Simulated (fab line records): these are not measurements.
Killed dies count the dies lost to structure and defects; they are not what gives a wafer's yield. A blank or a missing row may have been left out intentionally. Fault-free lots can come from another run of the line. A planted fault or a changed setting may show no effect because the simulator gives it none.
fab line records || flow nand-harc || part 2 of 2: steps 27 to 34 of 34
[record] {"lots": 5, "wafers": 15, "last-day": 31}
route steps=1302 shown A_CONTACT@1026
lots untouched by any fault: they come from a run of this same line in which no faults occurred
start-h: start of the lot's first displayed wafer, in hours after the record's first day || wait-h: hours from the lot's prior step to this one || " same as the row above || L1.1+2: a single row standing in for several wafers || - no value, or no start was given || * or withheld: withheld || < > ~ a bound
route shown NAME@n: a module of which the file shows steps, and the number in the route of the first || usual: mean and standard deviation over wafers with no fault || same: alike in all rows || chamber/n: place in a boat || sites: each site's reading || _std_site: their standard deviation || _edge_site: the outer-site mean with the inner-site mean subtracted || radius-mm: how far each site lies from the wafer's centre || mask NAME#n: copy n || behind: the last tool/chamber to shape the wafer || hold: reason for holding the lot/hours on hold/outcome of the hold || device: the n, p or np transistor that did not switch || end of line: tests of these same wafers at the route's end || where a step has no rows: the recipe by itself || killed: at the first sort, the dies lost to defects and structure; wafer yield is something else || map: a wafer's dies, x killed, . not, _ none there
set.NAME: the run value of the setting; set.NAME@STEP: its run value at that earlier step || model.NAME: the simulator's own value behind a step, which no gauge read
lots seen at some steps along the route; tables by step, rows by wafer
services: when a tool's chamber went out of use (start-h, in hours from the record's first day, below 0 if earlier), for how many hours, and the reason
[[steps]]
[step NHARC_A_CONTACT_ETCH_129]
[recipe] {"source-w": "withheld", "pressure-mtorr": 20, "bias-v": 3000, "time-s": 197, "target-depth-a": 19180, "ar-flow-sccm": "withheld", "c4f8-flow-sccm": "withheld", "o2-flow-sccm": "withheld", "chemistry": "C4F8/O2/Ar"}
{"lot.wafer": "L079.2", "tool": "har-cap-etch-01", "chamber": 0, "start-h": 542.07, "wait-h": 0.1, "rf-hours-counter-h": 6}
{"lot.wafer": "L079.4", "tool": "har-cap-etch-01", "chamber": 0, "start-h": 542.07, "wait-h": 0.1, "rf-hours-counter-h": "-"}
{"lot.wafer": "L079.5", "tool": "har-cap-etch-01", "chamber": 0, "start-h": 542.07, "wait-h": 0.1, "rf-hours-counter-h": "-"}
{"lot.wafer": "L081.1", "tool": "har-cap-etch-03", "chamber": 1, "start-h": 582.00, "wait-h": 0.1, "rf-hours-counter-h": 52}
{"lot.wafer": "L081.2", "tool": "har-cap-etch-03", "chamber": 0, "start-h": 582.00, "wait-h": 0.1, "rf-hours-counter-h": 52}
{"lot.wafer": "L081.4", "tool": "har-cap-etch-03", "chamber": 0, "start-h": 582.00, "wait-h": 0.1, "rf-hours-counter-h": "-"}
{"lot.wafer": "L085.2", "tool": "har-cap-etch-02", "chamber": 0, "start-h": 615.37, "wait-h": 0.1, "rf-hours-counter-h": 106}
{"lot.wafer": "L085.4", "tool": "har-cap-etch-02", "chamber": 0, "start-h": 615.37, "wait-h": 0.1, "rf-hours-counter-h": "-"}
{"lot.wafer": "L085.5", "tool": "har-cap-etch-02", "chamber": 1, "start-h": 615.37, "wait-h": 0.1, "rf-hours-counter-h": "-"}
{"lot.wafer": "L092.1", "tool": "har-cap-etch-02", "chamber": 0, "start-h": 683.44, "wait-h": 0.2, "rf-hours-counter-h": 120}
{"lot.wafer": "L092.2", "tool": "har-cap-etch-02", "chamber": 1, "start-h": 683.44, "wait-h": 0.2, "rf-hours-counter-h": 120}
{"lot.wafer": "L092.3", "tool": "har-cap-etch-02", "chamber": 1, "start-h": 683.44, "wait-h": 0.2, "rf-hours-counter-h": "-"}
{"lot.wafer": "L094.4", "tool": "har-cap-etch-01", "chamber": 0, "start-h": 690.47, "wait-h": 0.1, "rf-hours-counter-h": "-"}
{"lot.wafer": "L094.5", "tool": "har-cap-etch-01", "chamber": 0, "start-h": 690.47, "wait-h": 0.1, "rf-hours-counter-h": "-"}
{"lot.wafer": "L094.6", "tool": "har-cap-etch-01", "chamber": 1, "start-h": 690.47, "wait-h": 0.1, "rf-hours-counter-h": "-"}
[step NHARC_A_CONTACT_ETCH_130]
[recipe] {"source-w": "withheld", "pressure-mtorr": 20, "bias-v": 3000, "time-s": 197, "target-depth-a": 19180, "ar-flow-sccm": "withheld", "c4f8-flow-sccm": "withheld", "o2-flow-sccm": "withheld", "chemistry": "C4F8/O2/Ar"}
{"lot.wafer": "L079.2", "tool": "har-cap-etch-01", "chamber": 0, "start-h": 542.25, "wait-h": 0.1, "rf-hours-counter-h": 6}
{"lot.wafer": "L079.4", "tool": "har-cap-etch-01", "chamber": 0, "start-h": 542.25, "wait-h": 0.1, "rf-hours-counter-h": "-"}
{"lot.wafer": "L079.5", "tool": "har-cap-etch-01", "chamber": 0, "start-h": 542.25, "wait-h": 0.1, "rf-hours-counter-h": "-"}
{"lot.wafer": "L081.1", "tool": "har-cap-etch-03", "chamber": 1, "start-h": 582.18, "wait-h": 0.1, "rf-hours-counter-h": 53}
{"lot.wafer": "L081.2", "tool": "har-cap-etch-03", "chamber": 0, "start-h": 582.18, "wait-h": 0.1, "rf-hours-counter-h": 53}
{"lot.wafer": "L081.4", "tool": "har-cap-etch-03", "chamber": 0, "start-h": 582.18, "wait-h": 0.1, "rf-hours-counter-h": "-"}
{"lot.wafer": "L085.2", "tool": "har-cap-etch-02", "chamber": 0, "start-h": 615.55, "wait-h": 0.1, "rf-hours-counter-h": 106}
{"lot.wafer": "L085.4", "tool": "har-cap-etch-02", "chamber": 0, "start-h": 615.55, "wait-h": 0.1, "rf-hours-counter-h": "-"}
{"lot.wafer": "L085.5", "tool": "har-cap-etch-02", "chamber": 1, "start-h": 615.55, "wait-h": 0.1, "rf-hours-counter-h": "-"}
{"lot.wafer": "L092.1", "tool": "har-cap-etch-02", "chamber": 0, "start-h": 683.62, "wait-h": 0.1, "rf-hours-counter-h": 120}
{"lot.wafer": "L092.2", "tool": "har-cap-etch-02", "chamber": 1, "start-h": 683.62, "wait-h": 0.1, "rf-hours-counter-h": 120}
{"lot.wafer": "L092.3", "tool": "har-cap-etch-02", "chamber": 1, "start-h": 683.62, "wait-h": 0.1, "rf-hours-counter-h": "-"}
{"lot.wafer": "L094.4", "tool": "har-cap-etch-01", "chamber": 0, "start-h": 690.65, "wait-h": 0.1, "rf-hours-counter-h": "-"}
{"lot.wafer": "L094.5", "tool": "har-cap-etch-01", "chamber": 0, "start-h": 690.65, "wait-h": 0.1, "rf-hours-counter-h": "-"}
{"lot.wafer": "L094.6", "tool": "har-cap-etch-01", "chamber": 1, "start-h": 690.65, "wait-h": 0.1, "rf-hours-counter-h": "-"}
[step NHARC_A_CONTACT_ETCH_131]
[recipe] {"source-w": "withheld", "pressure-mtorr": 20, "bias-v": 3000, "time-s": 197, "target-depth-a": 19180, "ar-flow-sccm": "withheld", "c4f8-flow-sccm": "withheld", "o2-flow-sccm": "withheld", "chemistry": "C4F8/O2/Ar"}
{"lot.wafer": "L079.2", "tool": "har-cap-etch-01", "chamber": 0, "start-h": 542.43, "wait-h": 0.1, "rf-hours-counter-h": 7}
{"lot.wafer": "L079.4", "tool": "har-cap-etch-01", "chamber": 0, "start-h": 542.43, "wait-h": 0.1, "rf-hours-counter-h": "-"}
{"lot.wafer": "L079.5", "tool": "har-cap-etch-01", "chamber": 0, "start-h": 542.43, "wait-h": 0.1, "rf-hours-counter-h": "-"}
{"lot.wafer": "L081.1", "tool": "har-cap-etch-03", "chamber": 1, "start-h": 582.35, "wait-h": 0.1, "rf-hours-counter-h": 53}
{"lot.wafer": "L081.2", "tool": "har-cap-etch-03", "chamber": 0, "start-h": 582.35, "wait-h": 0.1, "rf-hours-counter-h": 53}
{"lot.wafer": "L081.4", "tool": "har-cap-etch-03", "chamber": 0, "start-h": 582.35, "wait-h": 0.1, "rf-hours-counter-h": "-"}
{"lot.wafer": "L085.2", "tool": "har-cap-etch-02", "chamber": 0, "start-h": 615.73, "wait-h": 0.1, "rf-hours-counter-h": 106}
{"lot.wafer": "L085.4", "tool": "har-cap-etch-02", "chamber": 0, "start-h": 615.73, "wait-h": 0.1, "rf-hours-counter-h": "-"}
{"lot.wafer": "L085.5", "tool": "har-cap-etch-02", "chamber": 1, "start-h": 615.73, "wait-h": 0.1, "rf-hours-counter-h": "-"}
{"lot.wafer": "L092.1", "tool": "har-cap-etch-02", "chamber": 0, "start-h": 683.80, "wait-h": 0.1, "rf-hours-counter-h": 120}
{"lot.wafer": "L092.2", "tool": "har-cap-etch-02", "chamber": 1, "start-h": 683.80, "wait-h": 0.1, "rf-hours-counter-h": 120}
{"lot.wafer": "L092.3", "tool": "har-cap-etch-02", "chamber": 1, "start-h": 683.80, "wait-h": 0.1, "rf-hours-counter-h": "-"}
{"lot.wafer": "L094.4", "tool": "har-cap-etch-01", "chamber": 0, "start-h": 690.83, "wait-h": 0.1, "rf-hours-counter-h": "-"}
{"lot.wafer": "L094.5", "tool": "har-cap-etch-01", "chamber": 0, "start-h": 690.83, "wait-h": 0.1, "rf-hours-counter-h": "-"}
{"lot.wafer": "L094.6", "tool": "har-cap-etch-01", "chamber": 1, "start-h": 690.83, "wait-h": 0.1, "rf-hours-counter-h": "-"}
[step NHARC_A_CONTACT_ETCH_132]
[recipe] {"source-w": "withheld", "pressure-mtorr": 20, "bias-v": 3000, "time-s": 197, "target-depth-a": 19240, "ar-flow-sccm": "withheld", "c4f8-flow-sccm": "withheld", "o2-flow-sccm": "withheld", "chemistry": "C4F8/O2/Ar"}
{"lot.wafer": "L079.2", "tool": "har-cap-etch-01", "chamber": 0, "start-h": 542.60, "wait-h": 0.1, "rf-hours-counter-h": 7}
{"lot.wafer": "L079.4", "tool": "har-cap-etch-01", "chamber": 0, "start-h": 542.60, "wait-h": 0.1, "rf-hours-counter-h": "-"}
{"lot.wafer": "L079.5", "tool": "har-cap-etch-01", "chamber": 0, "start-h": 542.60, "wait-h": 0.1, "rf-hours-counter-h": "-"}
{"lot.wafer": "L081.1", "tool": "har-cap-etch-03", "chamber": 1, "start-h": 582.53, "wait-h": 0.1, "rf-hours-counter-h": 53}
{"lot.wafer": "L081.2", "tool": "har-cap-etch-03", "chamber": 0, "start-h": 582.53, "wait-h": 0.1, "rf-hours-counter-h": 53}
{"lot.wafer": "L081.4", "tool": "har-cap-etch-03", "chamber": 0, "start-h": 582.53, "wait-h": 0.1, "rf-hours-counter-h": "-"}
{"lot.wafer": "L085.2", "tool": "har-cap-etch-02", "chamber": 0, "start-h": 615.90, "wait-h": 0.1, "rf-hours-counter-h": 107}
{"lot.wafer": "L085.4", "tool": "har-cap-etch-02", "chamber": 0, "start-h": 615.90, "wait-h": 0.1, "rf-hours-counter-h": "-"}
{"lot.wafer": "L085.5", "tool": "har-cap-etch-02", "chamber": 1, "start-h": 615.90, "wait-h": 0.1, "rf-hours-counter-h": "-"}
{"lot.wafer": "L092.1", "tool": "har-cap-etch-02", "chamber": 0, "start-h": 683.98, "wait-h": 0.1, "rf-hours-counter-h": 120}
{"lot.wafer": "L092.2", "tool": "har-cap-etch-02", "chamber": 1, "start-h": 683.98, "wait-h": 0.1, "rf-hours-counter-h": 120}
{"lot.wafer": "L092.3", "tool": "har-cap-etch-02", "chamber": 1, "start-h": 683.98, "wait-h": 0.1, "rf-hours-counter-h": "-"}
{"lot.wafer": "L094.4", "tool": "har-cap-etch-01", "chamber": 0, "start-h": 691.00, "wait-h": 0.1, "rf-hours-counter-h": "-"}
{"lot.wafer": "L094.5", "tool": "har-cap-etch-01", "chamber": 0, "start-h": 691.00, "wait-h": 0.1, "rf-hours-counter-h": "-"}
{"lot.wafer": "L094.6", "tool": "har-cap-etch-01", "chamber": 1, "start-h": 691.00, "wait-h": 0.1, "rf-hours-counter-h": "-"}
[step NHARC_A_CONTACT_ETCH_133]
[recipe] {"source-w": "withheld", "pressure-mtorr": 20, "bias-v": 400, "time-s": 374, "target-depth-a": 16100, "ar-flow-sccm": "withheld", "c4f8-flow-sccm": 11.5, "o2-flow-sccm": 7.2, "chemistry": "C4F8/O2/Ar"}
{"lot.wafer": "L079.2", "tool": "har-cap-etch-01", "chamber": 0, "start-h": 542.77, "wait-h": 0.1, "rf-hours-counter-h": 7}
{"lot.wafer": "L079.4", "tool": "har-cap-etch-01", "chamber": 0, "start-h": 542.77, "wait-h": 0.1, "rf-hours-counter-h": "-"}
{"lot.wafer": "L079.5", "tool": "har-cap-etch-01", "chamber": 0, "start-h": 542.77, "wait-h": 0.1, "rf-hours-counter-h": "-"}
{"lot.wafer": "L081.1", "tool": "har-cap-etch-03", "chamber": 1, "start-h": 582.71, "wait-h": 0.1, "rf-hours-counter-h": 53}
{"lot.wafer": "L081.2", "tool": "har-cap-etch-03", "chamber": 0, "start-h": 582.71, "wait-h": 0.1, "rf-hours-counter-h": 53}
{"lot.wafer": "L081.4", "tool": "har-cap-etch-03", "chamber": 0, "start-h": 582.71, "wait-h": 0.1, "rf-hours-counter-h": "-"}
{"lot.wafer": "L085.2", "tool": "har-cap-etch-02", "chamber": 0, "start-h": 616.12, "wait-h": 0.2, "rf-hours-counter-h": 107}
{"lot.wafer": "L085.4", "tool": "har-cap-etch-02", "chamber": 0, "start-h": 616.12, "wait-h": 0.2, "rf-hours-counter-h": "-"}
{"lot.wafer": "L085.5", "tool": "har-cap-etch-02", "chamber": 1, "start-h": 616.12, "wait-h": 0.2, "rf-hours-counter-h": "-"}
{"lot.wafer": "L092.1", "tool": "har-cap-etch-02", "chamber": 0, "start-h": 684.15, "wait-h": 0.1, "rf-hours-counter-h": 121}
{"lot.wafer": "L092.2", "tool": "har-cap-etch-02", "chamber": 1, "start-h": 684.15, "wait-h": 0.1, "rf-hours-counter-h": 121}
{"lot.wafer": "L092.3", "tool": "har-cap-etch-02", "chamber": 1, "start-h": 684.15, "wait-h": 0.1, "rf-hours-counter-h": "-"}
{"lot.wafer": "L094.4", "tool": "har-cap-etch-01", "chamber": 0, "start-h": 691.27, "wait-h": 0.2, "rf-hours-counter-h": "-"}
{"lot.wafer": "L094.5", "tool": "har-cap-etch-01", "chamber": 0, "start-h": 691.27, "wait-h": 0.2, "rf-hours-counter-h": "-"}
{"lot.wafer": "L094.6", "tool": "har-cap-etch-01", "chamber": 1, "start-h": 691.27, "wait-h": 0.2, "rf-hours-counter-h": "-"}
[step NHARC_A_CONTACT_ETCH_91]
[recipe] {"target-depth-a": 400, "over-etch-frac": 0.5, "time-s": 85.7, "ion-energy-ev": 120, "ch3f-flow-sccm": 50, "o2-flow-sccm": 30, "ar-flow-sccm": 200, "rf-w": 500, "bias-w": 100, "chemistry": "CH3F/O2"}
[usual] {"drypump-motor-current-A": "6.03/0.24", "oes-product-au": "0.937/0.025", "rf-vpp-V": "245.4/1.3", "showerhead-plenum-p-Torr": "2.55/0.077", "throttle-valve-pct": "20.663/0.0086"}
{"lot.wafer": "L079.2", "tool": "rie-diel-07", "chamber": 1, "start-h": 543.57, "wait-h": 0.7, "drypump-motor-current-A": 5.94, "oes-product-au": 0.922, "rf-hours-counter-h": 12, "rf-vpp-V": 245.7, "showerhead-plenum-p-Torr": 2.56, "throttle-valve-pct": 20.665}
{"lot.wafer": "L079.4", "tool": "rie-diel-07", "chamber": 2, "start-h": 543.57, "wait-h": 0.7, "drypump-motor-current-A": 6.08, "oes-product-au": 0.930, "rf-hours-counter-h": 13, "rf-vpp-V": 247.4, "showerhead-plenum-p-Torr": 2.64, "throttle-valve-pct": 20.669}
{"lot.wafer": "L079.5", "tool": "rie-diel-07", "chamber": 0, "start-h": 543.57, "wait-h": 0.7, "drypump-motor-current-A": 6.14, "oes-product-au": 0.925, "rf-hours-counter-h": "-", "rf-vpp-V": 245.3, "showerhead-plenum-p-Torr": 2.56, "throttle-valve-pct": 20.648}
{"lot.wafer": "L081.1", "tool": "rie-diel-07", "chamber": 0, "start-h": 583.51, "wait-h": 0.7, "drypump-motor-current-A": 6.18, "oes-product-au": 0.945, "rf-hours-counter-h": 18, "rf-vpp-V": 245.4, "showerhead-plenum-p-Torr": 2.55, "throttle-valve-pct": 20.658}
{"lot.wafer": "L081.4", "tool": "rie-diel-07", "chamber": 1, "start-h": 583.51, "wait-h": 0.7, "drypump-motor-current-A": 5.87, "oes-product-au": 0.930, "rf-hours-counter-h": 18, "rf-vpp-V": 245.1, "showerhead-plenum-p-Torr": 2.55, "throttle-valve-pct": 20.657}
{"lot.wafer": "L081.2", "tool": "rie-diel-07", "chamber": 2, "start-h": 583.51, "wait-h": 0.7, "drypump-motor-current-A": 6.10, "oes-product-au": 0.952, "rf-hours-counter-h": 15, "rf-vpp-V": 246.0, "showerhead-plenum-p-Torr": 2.64, "throttle-valve-pct": 20.659}
{"lot.wafer": "L085.4", "tool": "rie-diel-04", "chamber": 3, "start-h": 616.88, "wait-h": 0.5, "drypump-motor-current-A": 6.23, "oes-product-au": 0.939, "rf-hours-counter-h": 25, "rf-vpp-V": 242.9, "showerhead-plenum-p-Torr": 2.42, "throttle-valve-pct": 20.653}
{"lot.wafer": "L085.2", "tool": "rie-diel-04", "chamber": 0, "start-h": 616.88, "wait-h": 0.5, "drypump-motor-current-A": 5.19, "oes-product-au": 0.936, "rf-hours-counter-h": 14, "rf-vpp-V": 243.1, "showerhead-plenum-p-Torr": 2.31, "throttle-valve-pct": 20.674}
{"lot.wafer": "L085.5", "tool": "rie-diel-04", "chamber": 2, "start-h": 616.88, "wait-h": 0.5, "drypump-motor-current-A": 5.73, "oes-product-au": 0.934, "rf-hours-counter-h": "-", "rf-vpp-V": 242.5, "showerhead-plenum-p-Torr": 2.44, "throttle-valve-pct": 20.668}
{"lot.wafer": "L092.1", "tool": "rie-diel-07", "chamber": 2, "start-h": 684.96, "wait-h": 0.7, "drypump-motor-current-A": 6.06, "oes-product-au": 0.919, "rf-hours-counter-h": 7, "rf-vpp-V": 245.7, "showerhead-plenum-p-Torr": 2.63, "throttle-valve-pct": 20.653}
{"lot.wafer": "L092.2", "tool": "rie-diel-07", "chamber": 3, "start-h": 684.96, "wait-h": 0.7, "drypump-motor-current-A": 6.23, "oes-product-au": 0.941, "rf-hours-counter-h": 7, "rf-vpp-V": 245.8, "showerhead-plenum-p-Torr": 2.50, "throttle-valve-pct": 20.670}
{"lot.wafer": "L092.3", "tool": "rie-diel-07", "chamber": 0, "start-h": 684.96, "wait-h": 0.7, "drypump-motor-current-A": 6.11, "oes-product-au": 0.929, "rf-hours-counter-h": 4, "rf-vpp-V": 245.4, "showerhead-plenum-p-Torr": 2.55, "throttle-valve-pct": 20.657}
{"lot.wafer": "L094.4", "tool": "rie-diel-07", "chamber": 3, "start-h": 691.96, "wait-h": 0.6, "drypump-motor-current-A": 6.24, "oes-product-au": 0.939, "rf-hours-counter-h": 7, "rf-vpp-V": 245.4, "showerhead-plenum-p-Torr": 2.50, "throttle-valve-pct": 20.677}
{"lot.wafer": "L094.6", "tool": "rie-diel-07", "chamber": 0, "start-h": 691.96, "wait-h": 0.6, "drypump-motor-current-A": 6.17, "oes-product-au": 1.006, "rf-hours-counter-h": "-", "rf-vpp-V": 244.9, "showerhead-plenum-p-Torr": 2.55, "throttle-valve-pct": 20.658}
{"lot.wafer": "L094.5", "tool": "rie-diel-07", "chamber": 1, "start-h": 691.96, "wait-h": 0.6, "drypump-motor-current-A": 5.96, "oes-product-au": 0.923, "rf-hours-counter-h": "-", "rf-vpp-V": 245.1, "showerhead-plenum-p-Torr": 2.55, "throttle-valve-pct": 20.655}
[step NHARC_A_CONTACT_ETCH_97]
[recipe] {"target-depth-a": 200, "over-etch-frac": 0.5, "time-s": 10, "ion-energy-ev": 250, "c4f6-flow-sccm": 25, "o2-flow-sccm": 20, "ar-flow-sccm": 500, "rf-w": 600, "bias-w": 500, "chemistry": "C4F6/O2"}
[usual] {"drypump-motor-current-A": "6.05/0.24", "oes-product-au": "0.958/0.018", "rf-vpp-V": "549.5/2.5", "showerhead-plenum-p-Torr": "4.05/0.11", "throttle-valve-pct": "26.903/0.0085"}
{"lot.wafer": "L079.4", "tool": "rie-diel-07", "chamber": 0, "start-h": "-", "wait-h": "-", "drypump-motor-current-A": 6.19, "oes-product-au": 0.943, "rf-hours-counter-h": 11, "rf-vpp-V": 550.8, "showerhead-plenum-p-Torr": 4.07, "throttle-valve-pct": 26.904}
{"lot.wafer": "L079.2", "tool": "rie-diel-07", "chamber": 1, "start-h": "-", "wait-h": "-", "drypump-motor-current-A": 5.93, "oes-product-au": 0.946, "rf-hours-counter-h": 12, "rf-vpp-V": 550.5, "showerhead-plenum-p-Torr": 4.07, "throttle-valve-pct": 26.908}
{"lot.wafer": "L079.5", "tool": "rie-diel-07", "chamber": 1, "start-h": "-", "wait-h": "-", "drypump-motor-current-A": 5.95, "oes-product-au": 0.945, "rf-hours-counter-h": "-", "rf-vpp-V": 549.2, "showerhead-plenum-p-Torr": 4.07, "throttle-valve-pct": 26.896}
{"lot.wafer": "L081.1", "tool": "rie-diel-07", "chamber": 2, "start-h": "-", "wait-h": "-", "drypump-motor-current-A": 6.09, "oes-product-au": 0.961, "rf-hours-counter-h": 15, "rf-vpp-V": 552.7, "showerhead-plenum-p-Torr": 4.19, "throttle-valve-pct": 26.919}
{"lot.wafer": "L081.2", "tool": "rie-diel-07", "chamber": 3, "start-h": "-", "wait-h": "-", "drypump-motor-current-A": 6.25, "oes-product-au": 0.955, "rf-hours-counter-h": 18, "rf-vpp-V": 548.3, "showerhead-plenum-p-Torr": 4.01, "throttle-valve-pct": 26.908}
{"lot.wafer": "L081.4", "tool": "rie-diel-07", "chamber": 0, "start-h": "-", "wait-h": "-", "drypump-motor-current-A": 6.19, "oes-product-au": 0.956, "rf-hours-counter-h": 18, "rf-vpp-V": 549.4, "showerhead-plenum-p-Torr": 4.07, "throttle-valve-pct": 26.914}
{"lot.wafer": "L085.2", "tool": "rie-diel-04", "chamber": 2, "start-h": "-", "wait-h": "-", "drypump-motor-current-A": 5.73, "oes-product-au": 0.973, "rf-hours-counter-h": 26, "rf-vpp-V": 547.2, "showerhead-plenum-p-Torr": 3.89, "throttle-valve-pct": 26.899}
{"lot.wafer": "L085.4", "tool": "rie-diel-04", "chamber": 0, "start-h": "-", "wait-h": "-", "drypump-motor-current-A": 5.22, "oes-product-au": 0.974, "rf-hours-counter-h": 14, "rf-vpp-V": 541.6, "showerhead-plenum-p-Torr": 3.70, "throttle-valve-pct": 26.895}
{"lot.wafer": "L085.5", "tool": "rie-diel-04", "chamber": 3, "start-h": "-", "wait-h": "-", "drypump-motor-current-A": 6.24, "oes-product-au": 0.965, "rf-hours-counter-h": "-", "rf-vpp-V": 542.7, "showerhead-plenum-p-Torr": 3.86, "throttle-valve-pct": 26.910}
{"lot.wafer": "L092.3", "tool": "rie-diel-07", "chamber": 1, "start-h": "-", "wait-h": "-", "drypump-motor-current-A": 5.93, "oes-product-au": 0.964, "rf-hours-counter-h": 7, "rf-vpp-V": 550.5, "showerhead-plenum-p-Torr": 4.06, "throttle-valve-pct": 26.899}
{"lot.wafer": "L092.2", "tool": "rie-diel-07", "chamber": 3, "start-h": "-", "wait-h": "-", "drypump-motor-current-A": 6.24, "oes-product-au": 0.944, "rf-hours-counter-h": 7, "rf-vpp-V": 547.5, "showerhead-plenum-p-Torr": 3.99, "throttle-valve-pct": 26.905}
{"lot.wafer": "L092.1", "tool": "rie-diel-07", "chamber": 0, "start-h": "-", "wait-h": "-", "drypump-motor-current-A": 6.17, "oes-product-au": 0.944, "rf-hours-counter-h": 4, "rf-vpp-V": 548.6, "showerhead-plenum-p-Torr": 4.06, "throttle-valve-pct": 26.905}
{"lot.wafer": "L094.4", "tool": "rie-diel-07", "chamber": 3, "start-h": "-", "wait-h": "-", "drypump-motor-current-A": 6.27, "oes-product-au": 0.941, "rf-hours-counter-h": 7, "rf-vpp-V": 548.9, "showerhead-plenum-p-Torr": 3.99, "throttle-valve-pct": 26.899}
{"lot.wafer": "L094.6", "tool": "rie-diel-07", "chamber": 2, "start-h": "-", "wait-h": "-", "drypump-motor-current-A": 6.11, "oes-product-au": 0.944, "rf-hours-counter-h": "-", "rf-vpp-V": 552.1, "showerhead-plenum-p-Torr": 4.18, "throttle-valve-pct": 26.911}
{"lot.wafer": "L094.5", "tool": "rie-diel-07", "chamber": 3, "start-h": "-", "wait-h": "-", "drypump-motor-current-A": 6.28, "oes-product-au": 0.957, "rf-hours-counter-h": "-", "rf-vpp-V": 549.4, "showerhead-plenum-p-Torr": 3.99, "throttle-valve-pct": 26.899}
[step NHARC_A_CONTACT_CD_MEAS_80]
[usual] {"cd-nm": "289.2/1"}
{"lot.wafer": "L079.2", "tool": "cd-sem-03", "chamber": "-", "start-h": 543.78, "wait-h": "-", "cd-nm": 290.4}
{"lot.wafer": "L079.4", "tool": "cd-sem-03", "chamber": "-", "start-h": 543.78, "wait-h": "-", "cd-nm": 290.8}
{"lot.wafer": "L079.5", "tool": "cd-sem-03", "chamber": "-", "start-h": 543.78, "wait-h": "-", "cd-nm": 290.4}
{"lot.wafer": "L081.1", "tool": "cd-sem-03", "chamber": "-", "start-h": 583.72, "wait-h": "-", "cd-nm": 289.5}
{"lot.wafer": "L081.2", "tool": "cd-sem-03", "chamber": "-", "start-h": 583.72, "wait-h": "-", "cd-nm": 290.1}
{"lot.wafer": "L081.4", "tool": "cd-sem-03", "chamber": "-", "start-h": 583.72, "wait-h": "-", "cd-nm": 290.5}
{"lot.wafer": "L085.2", "tool": "cd-sem-02", "chamber": "-", "start-h": 617.09, "wait-h": "-", "cd-nm": 289.7}
{"lot.wafer": "L085.4", "tool": "cd-sem-02", "chamber": "-", "start-h": 617.09, "wait-h": "-", "cd-nm": 289.6}
{"lot.wafer": "L085.5", "tool": "cd-sem-02", "chamber": "-", "start-h": 617.09, "wait-h": "-", "cd-nm": 288.9}
{"lot.wafer": "L092.1", "tool": "cd-sem-03", "chamber": "-", "start-h": 685.17, "wait-h": "-", "cd-nm": 287.9}
{"lot.wafer": "L092.2", "tool": "cd-sem-03", "chamber": "-", "start-h": 685.17, "wait-h": "-", "cd-nm": 287.5}
{"lot.wafer": "L092.3", "tool": "cd-sem-03", "chamber": "-", "start-h": 685.17, "wait-h": "-", "cd-nm": 287.8}
{"lot.wafer": "L094.4", "tool": "cd-sem-02", "chamber": "-", "start-h": 692.14, "wait-h": "-", "cd-nm": 289.2}
{"lot.wafer": "L094.5", "tool": "cd-sem-02", "chamber": "-", "start-h": 692.14, "wait-h": "-", "cd-nm": 289.5}
{"lot.wafer": "L094.6", "tool": "cd-sem-02", "chamber": "-", "start-h": 692.14, "wait-h": "-", "cd-nm": 289.2}
[[services]]
{"tool": "rie-diel-04", "chamber": 0, "start-h": 518.99, "hours": 65.0, "kind": "repair"}
{"tool": "pecvd-02", "chamber": "-", "start-h": 527.72, "hours": 0.9, "kind": "repair"}
{"tool": "litho-track-06", "chamber": "-", "start-h": 529.00, "hours": 7.0, "kind": "pm"}
{"tool": "rie-diel-04", "chamber": "-", "start-h": 533.58, "hours": 9.0, "kind": "pm"}
{"tool": "har-cap-etch-02", "chamber": "-", "start-h": 551.44, "hours": 0.2, "kind": "repair"}
{"tool": "acl-dep-01", "chamber": "-", "start-h": 551.51, "hours": 13.0, "kind": "pm"}
{"tool": "litho-track-04", "chamber": "-", "start-h": 553.00, "hours": 7.0, "kind": "pm"}
{"tool": "rie-diel-07", "chamber": 2, "start-h": 563.04, "hours": 10.5, "kind": "repair"}
{"tool": "arfi-scanner-02", "chamber": "-", "start-h": 571.18, "hours": 1.5, "kind": "repair"}
{"tool": "pecvd-02", "chamber": 2, "start-h": 572.62, "hours": 15.2, "kind": "repair"}
{"tool": "pecvd-01", "chamber": "-", "start-h": 585.73, "hours": 1.9, "kind": "repair"}
{"tool": "pecvd-02", "chamber": "-", "start-h": 589.11, "hours": 13.0, "kind": "pm"}
{"tool": "arfi-scanner-01", "chamber": "-", "start-h": 596.00, "hours": 4.0, "kind": "pm"}
{"tool": "arfi-scanner-02", "chamber": "-", "start-h": 598.13, "hours": 1.1, "kind": "repair"}
{"tool": "rie-diel-11", "chamber": "-", "start-h": 609.92, "hours": 9.0, "kind": "pm"}
{"tool": "rie-diel-04", "chamber": "-", "start-h": 617.11, "hours": 0.4, "kind": "repair"}
{"tool": "arfi-scanner-01", "chamber": "-", "start-h": 627.31, "hours": 31.5, "kind": "repair"}
{"tool": "pecvd-01", "chamber": "-", "start-h": 627.70, "hours": 1.4, "kind": "repair"}
{"tool": "wet-bench-01", "chamber": "-", "start-h": 629.60, "hours": 8.0, "kind": "pm"}
{"tool": "rie-diel-07", "chamber": "-", "start-h": 648.20, "hours": 9.0, "kind": "pm"}
{"tool": "rie-diel-04", "chamber": 1, "start-h": 661.86, "hours": 9.7, "kind": "repair"}
{"tool": "rie-diel-07", "chamber": 0, "start-h": 670.15, "hours": 9.9, "kind": "repair"}
{"tool": "rie-diel-04", "chamber": 3, "start-h": 678.08, "hours": 5.6, "kind": "repair"}
{"tool": "litho-track-01", "chamber": "-", "start-h": 680.00, "hours": 7.0, "kind": "pm"}
